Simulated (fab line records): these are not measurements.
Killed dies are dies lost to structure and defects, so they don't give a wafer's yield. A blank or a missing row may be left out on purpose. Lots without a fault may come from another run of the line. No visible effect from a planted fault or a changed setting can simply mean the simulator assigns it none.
fab line records    flow n5Finfet
[record] lots = 7  wafers = 21
route steps=1938 shown BEOL_M0_SAQP@676 BEOL_M0_CUTY@711 BEOL_M0@715 BEOL_M1@794 BEOL_M2@882 BEOL_M3@980 BEOL_M4@1023
startH: hours from the record's opening day to when the first of the lot's shown wafers began    waitH: how many hours have passed since the lot's step before this one    " identical to the entry in the row above    L1.1+2: several wafers, shown together as one row    - value missing, or start not given    * or withheld: withheld    < > ~ a bound
route shown NAME@n: NAME is a module with steps in the file, n the number in the route of the first one    usual: mean and standard deviation over wafers with no fault    same: alike in all rows    chamber/n: place in a boat    sites: readings site by site    _std_site: the standard deviation of these    _edge_site: inner sites' mean taken away from outer sites' mean    radiusMm: for every site, how far away it sits from the centre of the wafer    mask NAME#n: copy n    behind: the tool/chamber that last shaped the wafer    hold: why the lot was held/for how many hours/how that ended    device: whichever transistor did not switch (one of n, p or np)    end of line: the route-end tests of the same wafers    a step given without rows: its recipe and nothing more    killed: dies lost to structure and defects at the first sort, not the wafer's yield    map: shows each die of a wafer: x if killed, . if not, _ if none is there
set.NAME: the run value of the setting; set.NAME@STEP: its run value at that earlier step    model.NAME: the simulator's own value behind a step, which no gauge read
one table per step and one row per wafer, for lots whose settings were changed on purpose
[[steps]]
[step N5_BEOL_M0_SAQP_SPACER2_ALD_26]
[recipe] material = SiO2  targetThkA = 150  tempC = 300  aldPrecursorFamily = BDEAS  aldCoReactant = O2-plasma  pulseTimeS = 1  purgeTimeS = 2  coReactantPurgeTimeS = 2  pressureTorr = 2
lot.wafer   tool       chamber  startH  waitH  set.targetThkA  model.SiO2_of_BEOL_M0_SAQP_SPACER2_ALD_26.thkNm
L076.3+4    aldSin-03  0,2      124.83  0.3    150             15
L076.5      "          0        "       "      150             14.8
L079.1+6    aldSin-03  2,3      145.70  1.5    140             14
L079.5      "          2        "       "      150             15
L086.1      aldSin-03  0        190.67  1.7    159             15.8
L086.4+6    "          0,2      "       "      150             15
L087.4      aldSin-04  3        191.94  1.4    150             15
L087.5+6    "          3,2      "       "      163.5           16.4
L088.1+5+6  aldSin-02  3,3,2    194.59  0.6    150             15
L097.1+3+6  aldSin-04  3,2,2    246.88  0.1    150             15
L096.1      aldSin-03  0        249.91  0.1    150             14.8
L096.2      "          3        "       "      150             15
L096.6      "          2        "       "      131.1           13
[step N5_BEOL_M0_SAQP_SPACER2_ETCHBACK_27]
[recipe] chemistry = CHF3/O2  mode = anisotropicEtchback  target = SiO2  targetDepthA = 225  timeS = 11.25  pressureMtorr = 30  sourceW = 650  biasW = 170  Ar_flow_sccm = 200  CHF3_flow_sccm = 50  O2_flow_sccm = 5  ionEnergyEv = 200
[step N5_BEOL_M0_SAQP_MANDREL2_REMOVE_110]
[recipe] chemistry = HBr/Cl2/O2  btTimeS = 10  target = a-Si  stopOn = SiCN  endpoint = OES-SiCl  overEtchFrac = 1  icpW = 600  biasW = 30  HBr_flow_sccm = 150  Cl2_flow_sccm = 80  O2_flow_sccm = 5  pressureMtorr = 10
lot.wafer  tool      chamber  startH  waitH  set.targetThkA@BEOL_M0_SAQP_SPACER2_ALD_26  model.BEOL_M0_SAQP.cdNm
L076.3     rieSi-05  0        125.47  0.1    150                                         14.8
L076.4     "         3        "       "      150                                         15.2
L076.5     "         2        "       "      150                                         15
L079.1     rieSi-05  1        146.34  0.1    140                                         14
L079.5     "         2        "       "      150                                         15.2
L079.6     "         0        "       "      140                                         13.8
L086.1     rieSi-05  2        191.30  0.1    159                                         16
L086.4     "         3        "       "      150                                         15.2
L086.6     "         0        "       "      150                                         15
L087.4     rieSi-04  3        192.57  0.1    150                                         15.2
L087.5     "         3        "       "      163.5                                       16.4
L087.6     "         0        "       "      163.5                                       16.2
L088.1+5   rieSi-05  1,0      195.23  0.1    150                                         14.8
L088.6     "         1        "       "      150                                         15
L097.1+6   rieSi-04  2        247.52  0.1    150                                         14.8
L097.3     "         3        "       "      150                                         15.2
L096.1     rieSi-01  2        250.54  0.1    150                                         15.2
L096.2     "         0        "       "      150                                         15
L096.6     "         2        "       "      131.1                                       13.4
[step N5_BEOL_M0_SAQP_CD_MEAS_29]
[recipe] targetCdNm = 14.4  landingEnergyEv = 1000  detector = seInlens
[usual] cdNm = 14.98/0.24
lot.wafer  tool      chamber  startH  waitH  set.targetThkA@BEOL_M0_SAQP_SPACER2_ALD_26  cdNm
L076.3     cdSem-01  0        125.59  0.1    150                                         15.05
L076.4     "         0        "       "      150                                         15.18
L076.5     "         0        "       "      150                                         14.78
L079.1     cdSem-02  0        146.45  0.1    140                                         13.90
L079.5     "         0        "       "      150                                         15.13
L079.6     "         0        "       "      140                                         14.40
L086.1     cdSem-03  0        191.41  0.1    159                                         15.91
L086.4     "         0        "       "      150                                         15.12
L086.6     "         0        "       "      150                                         14.90
L087.4     cdSem-03  0        192.69  0.1    150                                         14.95
L087.5     "         0        "       "      163.5                                       16.52
L087.6     "         0        "       "      163.5                                       16.16
L088.1     cdSem-01  0        195.34  0.1    150                                         15.21
L088.5     "         0        "       "      150                                         14.77
L088.6     "         0        "       "      150                                         15.29
L097.1     cdSem-03  0        247.63  0.1    150                                         14.49
L097.3     "         0        "       "      150                                         15.39
L097.6     "         0        "       "      150                                         14.82
L096.1     cdSem-03  0        250.65  0.1    150                                         15.55
L096.2     "         0        "       "      150                                         15.01
L096.6     "         0        "       "      131.1                                       13.07
[step N5_BEOL_M0_SAQP_COAT_87]
[recipe] resist = underlayer  tempC = 205  timeS = 60  spinRpm = 1500  resistThkNm = 5
lot.wafer   tool           chamber  startH  waitH  set.tempC
L076.3+4    lithoTrack-01  0        -       -      212.6
L076.5      "              0        "       "      205
L079.1      lithoTrack-01  0        -       -      207.7
L079.5+6    "              0        "       "      205
L086.1      lithoTrack-01  0        -       -      205
L086.4+6    "              0        "       "      207.8
L087.4+5    lithoTrack-05  0        -       -      208.8
L087.6      "              0        "       "      205
L088.1      lithoTrack-03  0        -       -      205
L088.5+6    "              0        "       "      214.2
L097.1+3+6  lithoTrack-01  0        -       -      205
L096.1+2+6  lithoTrack-05  0        -       -      209.1
[step N5_BEOL_M0_SAQP_COAT_34]
[recipe] resist = CAR-EUV  spinRpm = 1500  resistThkNm = 30
[step N5_BEOL_M0_SAQP_EBR_36]
[recipe] solvent = PGMEA  ebrWidthMm = 1.5
[step N5_BEOL_M0_CUTY_DESCUM_61]
[recipe] chemistry = O2  timeS = 7.9  sourcePowerW = 50  biasPowerW = 20  pressureMtorr = 20  rfFrequencyHz = 2.712e+07  tempC = 40  resist = CAR-ArF-block  o2FlowSccm = 225
[step N5_BEOL_M0_CUTY_ETCH_62]
[recipe] chemistry = CF4  target = SiARC  maskMaterial = CAR-ArF-block  timeS = 58.5  ionEnergyEv = 80  pressureMtorr = 40  sourceW = 545  biasW = 36  Ar_flow_sccm = 100  cf4FlowSccm = 100  ends = cleared
[step N5_BEOL_M0_CUTY_ETCH_63]
[recipe] chemistry = N2/H2  target = SOC  targetDepthA = 827  overetchA = 165  maskMaterial = SiARC  tempC = 40  ionEnergyEv = 200  timeS = 124  pressureMtorr = 30  sourceW = 840  biasW = 150  n2FlowSccm = 200  h2FlowSccm = 200
lot.wafer  tool        chamber  startH  waitH  set.targetThkA@BEOL_M0_SAQP_SPACER2_ALD_26  model.SiO2_of_BEOL_M0_SAQP_SPACER2_ALD_26.thkNm
L076.3+5   rieDiel-01  3,2      127.47  0.0    150                                         7
L076.4     "           2        "       "      150                                         7.2
L079.1+6   rieDiel-01  3,2      148.73  0.0    140                                         6.2
L079.5     "           1        "       "      150                                         7.2
L086.1     rieDiel-02  1        193.64  0.0    159                                         8
L086.4+6   "           2,3      "       "      150                                         7.2
L087.4     rieDiel-06  2        194.52  0.0    150                                         7
L087.5+6   "           0,3      "       "      163.5                                       8.6
L088.1+6   rieDiel-01  3        197.32  0.0    150                                         7
L088.5     "           2        "       "      150                                         7.2
L097.1+3   rieDiel-02  1,3      249.87  0.0    150                                         7.2
L097.6     "           0        "       "      150                                         7
L096.1+2   rieDiel-01  0,1      252.68  0.0    150                                         6.8
L096.6     "           0        "       "      131.1                                       4.8
[step N5_BEOL_M0_ETCH_138]
[recipe] chemistry = CH3F/O2  targetDepthA = 120  target = SiCN  timeS = 31.6  ionEnergyEv = 120  pressureMtorr = 30  sourceW = 395  biasW = 75  Ar_flow_sccm = 150  CH3F_flow_sccm = 30  O2_flow_sccm = 20  ends = cleared
[usual] rfVppV = 297.3/1.8
lot.wafer  tool        chamber  startH  waitH  set.sourceW  rfVppV
L076.3     rieDiel-01  3        127.59  0.0    360.4        303.6
L076.4     "           2        "       "      360.4        304.6
L076.5     "           2        "       "      360.4        304.5
L079.1     rieDiel-01  3        148.86  0.0    395          295.2
L079.5     "           1        "       "      395          297.8
L079.6     "           2        "       "      395          294.2
L086.1     rieDiel-02  1        193.77  0.0    395          300.9
L086.4     "           2        "       "      395          296.4
L086.6     "           3        "       "      340.7        312.1
L087.4     rieDiel-06  2        194.64  0.0    418.3        292.5
L087.5     "           0        "       "      395          296.3
L087.6     "           3        "       "      395          296.0
L088.1     rieDiel-01  3        197.44  0.0    416.8        295.3
L088.5     "           2        "       "      416.8        290.9
L088.6     "           3        "       "      416.8        293.6
L097.1     rieDiel-02  1        249.99  0.0    395          300.7
L097.3     "           3        "       "      395          294.9
L097.6     "           0        "       "      395          297.8
L096.1     rieDiel-01  0        252.80  0.0    395          295.6
L096.2     "           1        "       "      369.1        306.3
L096.6     "           0        "       "      369.1        303.5
[step N5_BEOL_M0_HM_OPEN_105]
[recipe] chemistry = Cl2/BCl3  targetDepthA = 120  target = TiN  ionEnergyEv = 150  pressureMtorr = 10  icpW = 1000  biasW = 126  Cl2_flow_sccm = 53.25  bcl3FlowSccm = 21.75  Ar_flow_sccm = 25
lot.wafer  tool         chamber  startH  waitH  set.targetThkA@BEOL_M0_SAQP_SPACER2_ALD_26  model.SiO2_of_BEOL_M0_SAQP_SPACER2_ALD_26.thkNm
L076.3+5   rieMetal-01  1,0      127.77  0.1    150                                         2.6
L076.4     "            0        "       "      150                                         2.8
L079.1+6   rieMetal-01  1        154.97  6.1    140                                         2
L079.5     "            0        "       "      150                                         3
L087.4     rieMetal-01  1        195.02  0.3    150                                         2.8
L087.5     "            0        "       "      163.5                                       4.2
L087.6     "            1        "       "      163.5                                       4
L086.1     rieMetal-03  1        195.05  1.2    159                                         3.6
L086.4+6   "            0        "       "      150                                         2.8
L088.1+6   rieMetal-02  0        197.84  0.4    150                                         2.6
L088.5     "            1        "       "      150                                         2.8
L097.1+3   rieMetal-02  0        253.00  3.0    150                                         2.8
L097.6     "            0        "       "      150                                         2.6
L096.1+2   rieMetal-03  0,1      253.46  0.6    150                                         2.4
L096.6     "            1        "       "      131.1                                       1.4
[step N5_BEOL_M1_ETCH_70]
[recipe] chemistry = N2/H2  target = SOC  targetDepthA = 800  overetchA = 160  maskMaterial = SiARC  tempC = 40  timeS = 120  ionEnergyEv = 200  pressureMtorr = 30  sourceW = 840  biasW = 150  n2FlowSccm = 200  h2FlowSccm = 200
[usual] rfVppV = 525.4/2.8
lot.wafer  tool        chamber  startH  waitH  set.biasW  rfVppV  model.SiARC_of_BEOL_M1_COAT_68.thkNm
L076.3     rieDiel-05  1        135.56  0.0    128.6      476.4   7.4
L076.4     "           3        "       "      128.6      478.1   7.6
L076.5     "           2        "       "      150        526.1   6.4
L079.1     rieDiel-04  0        160.99  0.0    171.5      573.8   5.6
L079.5     "           0        "       "      150        527.8   6.6
L079.6     "           3        "       "      150        521.4   6.6
L087.4     rieDiel-03  2        205.73  0.0    150        529.0   6.6
L087.5     "           1        "       "      150        528.6   6.6
L087.6     "           0        "       "      150        522.0   6.2
L086.1     rieDiel-03  0        214.92  0.0    150        522.5   6.2
L086.4     "           3        "       "      158.7      543.0   6.4
L086.6     "           0        "       "      150        522.1   6.2
L088.1     rieDiel-04  1        214.95  0.0    150        527.7   6.6
L088.5     "           0        "       "      150        527.2   6.6
L088.6     "           3        "       "      150        521.3   6.6
L097.1     rieDiel-03  1        268.20  0.0    150        527.0   6.4
L097.3     "           3        "       "      150        521.7   6.6
L097.6     "           1        "       "      150        527.7   6.6
L096.1     rieDiel-04  1        268.22  0.0    129.2      479.4   7.4
L096.2     "           0        "       "      129.2      482.3   7.6
L096.6     "           1        "       "      150        528.2   6.6
[step N5_BEOL_M1_TRENCH_ETCH_37]
[recipe] chemistry = C4F6/O2  targetDepthA = 552.07  target = SiOC  timeS = 29  ionEnergyEv = 250  pressureMtorr = 30  sourceW = 355  biasW = 185  Ar_flow_sccm = 300  C4F6_flow_sccm = 10  O2_flow_sccm = 10
lot.wafer  tool        chamber  startH  waitH  set.timeS  model.BEOL_M1.featureDepthNm  model.etch.depthNm
L076.3     rieDiel-05  1        -       -      29         54.8                          54.9
L076.4     "           3        "       "      29         54.6                          54.68
L076.5     "           2        "       "      29         54.4                          54.42
L079.1     rieDiel-04  0        -       -      29         56.4                          56.48
L079.5     "           0        "       "      33.34      64.6                          64.65
L079.6     "           3        "       "      29         52.6                          52.7
L087.4     rieDiel-03  2        -       -      29         55.2                          55.29
L087.5     "           1        "       "      29         53.6                          53.61
L087.6     "           0        "       "      29         56                            56.01
L086.1     rieDiel-03  0        -       -      32.21      62                            61.91
L086.4     "           3        "       "      32.21      58.2                          58.16
L086.6     "           0        "       "      32.21      62.2                          62.26
L088.1     rieDiel-04  1        -       -      29         53.8                          53.88
L088.5     "           0        "       "      33.15      63.4                          63.48
L088.6     "           3        "       "      29         53                            52.91
L097.1     rieDiel-03  1        -       -      29         53.4                          53.36
L097.3     "           3        "       "      29         54.8                          54.9
L097.6     "           1        "       "      29         53.4                          53.5
L096.1     rieDiel-04  1        -       -      23.26      43.8                          43.7
L096.2     "           0        "       "      23.26      45                            44.93
L096.6     "           1        "       "      29         54.4                          54.46
[step N5_BEOL_M1_ETCH_41]
[recipe] chemistry = CH3F/O2  target = SiCN  targetDepthA = 319  taperDeg = 2  timeS = 57.8  ionEnergyEv = 120  maskMaterial = TiN  pressureMtorr = 30  sourceW = 395  biasW = 75  Ar_flow_sccm = 150  CH3F_flow_sccm = 30  O2_flow_sccm = 20
[step N5_BEOL_M1_STRIP_97]
[recipe] chemistry = N2/H2  timeS = 10  powerW = 450  tempC = 40  pressureMtorr = 20  rfFrequencyHz = 6e+07  biasPowerW = 7  n2FlowSccm = 200  h2FlowSccm = 200
[step N5_BEOL_M1_OCD_MEAS_38]
[usual] trenchDepthNm = 54.5/1.1
lot.wafer  tool    chamber  startH  waitH  set.timeS@BEOL_M1_TRENCH_ETCH_37  trenchDepthNm
L076.3     ocd-01  -        135.92  -      29                                54.7
L076.4     "       -        "       "      29                                54.6
L076.5     "       -        "       "      29                                54.2
L079.1     ocd-01  -        161.34  -      29                                56.0
L079.5     "       -        "       "      33.34                             64.2
L079.6     "       -        "       "      29                                52.4
L087.4     ocd-01  -        206.10  -      29                                55.5
L087.5     "       -        "       "      29                                54.0
L087.6     "       -        "       "      29                                56.3
L086.1     ocd-02  -        215.28  -      32.21                             61.8
L086.4     "       -        "       "      32.21                             58.7
L086.6     "       -        "       "      32.21                             62.5
L088.1     ocd-02  -        215.31  -      29                                54.2
L088.5     "       -        "       "      33.15                             63.3
L088.6     "       -        "       "      29                                53.2
L097.1     ocd-01  -        268.56  -      29                                53.5
L097.3     "       -        "       "      29                                55.5
L097.6     "       -        "       "      29                                53.5
L096.1     ocd-01  -        268.59  -      23.26                             43.6
L096.2     "       -        "       "      23.26                             44.9
L096.6     "       -        "       "      29                                54.5
[step N5_BEOL_M2_ALD_98]
[recipe] material = SiO2  targetThkA = 25  tempC = 100  aldPrecursorFamily = BDEAS  aldCoReactant = O2-plasma  pulseTimeS = 1  coReactantPulseTimeS = 1  purgeTimeS = 2  coReactantPurgeTimeS = 2  aldCycles = 17  pressureTorr = 2
lot.wafer   tool       chamber  startH  waitH  set.aldCycles  model.SiO2_of_BEOL_M2_ALD_98.thkNm
L076.3+5    aldSin-01  1        148.79  0.1    17             2.6
L076.4      "          3        "       "      16             2.4
L079.1+6    aldSin-01  0        170.33  1.0    19             2.8
L079.5      "          2        "       "      17             2.4
L087.4      aldSin-01  2        215.58  0.1    17             2.6
L087.5+6    "          2,3      "       "      20             3
L086.1      aldSin-01  2        223.41  0.1    17             2.4
L086.4+6    "          3,2      "       "      16             2.4
L088.1      aldSin-03  0        225.22  0.7    18             2.6
L088.5+6    "          1,2      "       "      17             2.6
L097.1+3+6  aldSin-03  2,0,2    274.62  0.1    17             2.6
L096.1+6    aldSin-03  2,0      274.77  0.1    17             2.6
L096.2      "          3        "       "      17             2.4
[step N5_BEOL_M3_TRENCH_ETCH_37]
[recipe] chemistry = C4F6/O2  targetDepthA = 555.55  target = SiOC  timeS = 29.2  ionEnergyEv = 250  pressureMtorr = 30  sourceW = 355  biasW = 185  Ar_flow_sccm = 300  C4F6_flow_sccm = 10  O2_flow_sccm = 10
lot.wafer  tool        chamber  startH  waitH  set.sourceW  model.BEOL_M3.featureDepthNm  model.etch.depthNm
L076.3     rieDiel-03  1        -       -      355          54.4                          54.43
L076.4     "           2        "       "      382.7        57                            57.02
L076.5     "           1        "       "      355          54.6                          54.53
L079.1     rieDiel-05  0        -       -      316.8        53.8                          53.74
L079.5     "           0        "       "      355          55.6                          55.53
L079.6     "           1        "       "      355          54.8                          54.74
L087.4     rieDiel-03  1        -       -      355          53.2                          53.21
L087.5     "           0        "       "      393.4        58.2                          58.15
L087.6     "           2        "       "      393.4        57                            56.91
L086.1     rieDiel-05  1        -       -      355          55                            54.93
L086.4     "           0        "       "      355          55.8                          55.88
L086.6     "           1        "       "      405.4        58                            58.08
L088.1     rieDiel-05  2        -       -      355          54.6                          54.53
L088.5     "           0        "       "      293.3        51.6                          51.59
L088.6     "           3        "       "      293.3        51.4                          51.42
L097.1     rieDiel-05  2        -       -      355          54.8                          54.72
L097.3     "           0        "       "      355          54.8                          54.88
L097.6     "           0        "       "      355          55.6                          55.67
L096.1     rieDiel-04  2        -       -      392.3        56.8                          56.8
L096.2     "           3        "       "      355          53.8                          53.8
L096.6     "           1        "       "      355          54.6                          54.67
[step N5_BEOL_M3_ETCH_41]
[recipe] chemistry = CH3F/O2  target = SiCN  targetDepthA = 299  taperDeg = 2  timeS = 52.5  ionEnergyEv = 120  maskMaterial = TiN  pressureMtorr = 30  sourceW = 395  biasW = 75  Ar_flow_sccm = 150  CH3F_flow_sccm = 30  O2_flow_sccm = 20
lot.wafer  tool        chamber  startH  waitH  set.targetDepthA  model.etch.depthNm
L076.3     rieDiel-03  1        -       -      330.4             21.92
L076.4     "           2        "       "      299               19.91
L076.5     "           1        "       "      299               19.78
L079.1     rieDiel-05  0        -       -      278.9             18.64
L079.5     "           0        "       "      278.9             18.41
L079.6     "           1        "       "      299               19.66
L087.4     rieDiel-03  1        -       -      319.5             20.56
L087.5     "           0        "       "      319.5             21.07
L087.6     "           2        "       "      299               19.65
L086.1     rieDiel-05  1        -       -      299               19.76
L086.4     "           0        "       "      315.8             21.15
L086.6     "           1        "       "      315.8             20.78
L088.1     rieDiel-05  2        -       -      299               19.63
L088.5     "           0        "       "      299               19.86
L088.6     "           3        "       "      299               19.75
L097.1     rieDiel-05  2        -       -      299               19.17
L097.3     "           0        "       "      299               19.51
L097.6     "           0        "       "      299               19.78
L096.1     rieDiel-04  2        -       -      299               19.48
L096.2     "           3        "       "      318.4             20.5
L096.6     "           1        "       "      299               19.56
[step N5_BEOL_M3_STRIP_97]
[recipe] chemistry = N2/H2  timeS = 10  powerW = 450  tempC = 40  pressureMtorr = 20  rfFrequencyHz = 6e+07  biasPowerW = 7  n2FlowSccm = 200  h2FlowSccm = 200
[step N5_BEOL_M3_OCD_MEAS_38]
[usual] trenchDepthNm = 55.0/1
lot.wafer  tool    chamber  startH  waitH  set.sourceW@BEOL_M3_TRENCH_ETCH_37  trenchDepthNm
L076.3     ocd-02  -        161.31  -      355                                 54.1
L076.4     "       -        "       "      382.7                               56.8
L076.5     "       -        "       "      355                                 54.2
L079.1     ocd-02  -        189.28  -      316.8                               53.9
L079.5     "       -        "       "      355                                 55.4
L079.6     "       -        "       "      355                                 54.5
L087.4     ocd-01  -        232.70  -      355                                 53.4
L087.5     "       -        "       "      393.4                               58.4
L087.6     "       -        "       "      393.4                               57.2
L086.1     ocd-01  -        235.58  -      355                                 54.4
L086.4     "       -        "       "      355                                 56.0
L086.6     "       -        "       "      405.4                               58.0
L088.1     ocd-02  -        242.54  -      355                                 54.4
L088.5     "       -        "       "      293.3                               51.2
L088.6     "       -        "       "      293.3                               51.7
L097.1     ocd-02  -        296.55  -      355                                 55.1
L097.3     "       -        "       "      355                                 55.0
L097.6     "       -        "       "      355                                 56.0
L096.1     ocd-02  -        299.58  -      392.3                               56.8
L096.2     "       -        "       "      355                                 54.0
L096.6     "       -        "       "      355                                 55.3
[step N5_BEOL_M4_PECVD_72]
[recipe] material = SiO2  targetThkA = 160  tempC = 400  precursor = TEOS/O2  pressureTorr = 5.5  rfW = 450  teosFlowSccm = 53.8  gas = O2  flowSccm = 3000  timeS = 18
lot.wafer   tool      chamber  startH  waitH  set.tempC  model.SiO2_of_BEOL_M4_PECVD_72.thkNm
L076.3+5    pecvd-03  1,0      165.70  0.0    400        15.6
L076.4      "         1        "       "      400        15.8
L079.1      pecvd-03  0        193.34  0.0    400        15.4
L079.5      "         2        "       "      394.1      16.8
L079.6      "         0        "       "      394.1      16
L087.4      pecvd-03  2        238.62  0.1    400        16.2
L087.5      "         1        "       "      400        15.6
L087.6      "         0        "       "      400        15.4
L086.1+4    pecvd-01  1        240.15  0.0    400        16.2
L086.6      "         2        "       "      413.5      14.6
L088.1      pecvd-02  0        246.80  0.0    400        15.4
L088.5+6    "         2,0      "       "      400        15.6
L097.1+3+6  pecvd-03  2,1,1    300.87  0.0    400        15.8
L096.1      pecvd-03  1        304.00  0.0    385.9      17.2
L096.2+6    "         2,1      "       "      400        16
[[key]]
[split] step = N5_BEOL_M0_SAQP_SPACER2_ALD_26  setting = targetThkA  stated = 150  by = wafer
[response] step = N5_BEOL_M0_SAQP_SPACER2_ALD_26  reading = model.SiO2_of_BEOL_M0_SAQP_SPACER2_ALD_26.thkNm  change = +0.15  per = 1%  r = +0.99
[response] step = N5_BEOL_M0_SAQP_MANDREL2_REMOVE_110  reading = model.BEOL_M0_SAQP.cdNm  change = +0.142  per = 1%  r = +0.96
[response] step = N5_BEOL_M0_SAQP_CD_MEAS_29  reading = cdNm  change = +0.163  per = 1%  r = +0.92
[response] step = N5_BEOL_M0_CUTY_ETCH_63  reading = model.SiO2_of_BEOL_M0_SAQP_SPACER2_ALD_26.thkNm  change = +0.159  per = 1%  r = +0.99
[response] step = N5_BEOL_M0_HM_OPEN_105  reading = model.SiO2_of_BEOL_M0_SAQP_SPACER2_ALD_26.thkNm  change = +0.112  per = 1%  r = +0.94
[split] step = N5_BEOL_M0_SAQP_COAT_87  setting = tempC  stated = 205  by = wafer
response none clear
[split] step = N5_BEOL_M0_ETCH_138  setting = sourceW  stated = 395  by = wafer
[response] step = N5_BEOL_M0_ETCH_138  reading = rfVppV  change = -0.999  per = 1%  r = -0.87
[split] step = N5_BEOL_M1_ETCH_70  setting = biasW  stated = 150  by = wafer
[response] step = N5_BEOL_M1_ETCH_70  reading = rfVppV  change = +3.43  per = 1%  r = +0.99
[response] step = N5_BEOL_M1_ETCH_70  reading = model.SiARC_of_BEOL_M1_COAT_68.thkNm  change = -0.0651  per = 1%  r = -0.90
[split] step = N5_BEOL_M1_TRENCH_ETCH_37  setting = timeS  stated = 29  by = wafer
[response] step = N5_BEOL_M1_TRENCH_ETCH_37  reading = model.BEOL_M1.featureDepthNm  change = +0.6  per = 1%  r = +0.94
[response] step = N5_BEOL_M1_TRENCH_ETCH_37  reading = model.etch.depthNm  change = +0.604  per = 1%  r = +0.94
[response] step = N5_BEOL_M1_OCD_MEAS_38  reading = trenchDepthNm  change = +0.596  per = 1%  r = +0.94
[split] step = N5_BEOL_M2_ALD_98  setting = aldCycles  stated = 17  by = wafer
[response] step = N5_BEOL_M2_ALD_98  reading = model.SiO2_of_BEOL_M2_ALD_98.thkNm  change = +0.0234  per = 1%  r = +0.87
[split] step = N5_BEOL_M3_TRENCH_ETCH_37  setting = sourceW  stated = 355  by = wafer
[response] step = N5_BEOL_M3_TRENCH_ETCH_37  reading = model.BEOL_M3.featureDepthNm  change = +0.221  per = 1%  r = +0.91
[response] step = N5_BEOL_M3_TRENCH_ETCH_37  reading = model.etch.depthNm  change = +0.219  per = 1%  r = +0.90
[response] step = N5_BEOL_M3_OCD_MEAS_38  reading = trenchDepthNm  change = +0.213  per = 1%  r = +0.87
[split] step = N5_BEOL_M3_ETCH_41  setting = targetDepthA  stated = 299  by = wafer
[response] step = N5_BEOL_M3_ETCH_41  reading = model.etch.depthNm  change = +0.183  per = 1%  r = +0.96
[split] step = N5_BEOL_M4_PECVD_72  setting = tempC  stated = 400  by = wafer
[response] step = N5_BEOL_M4_PECVD_72  reading = model.SiO2_of_BEOL_M4_PECVD_72.thkNm  change = -0.427  per = 1%  r = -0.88
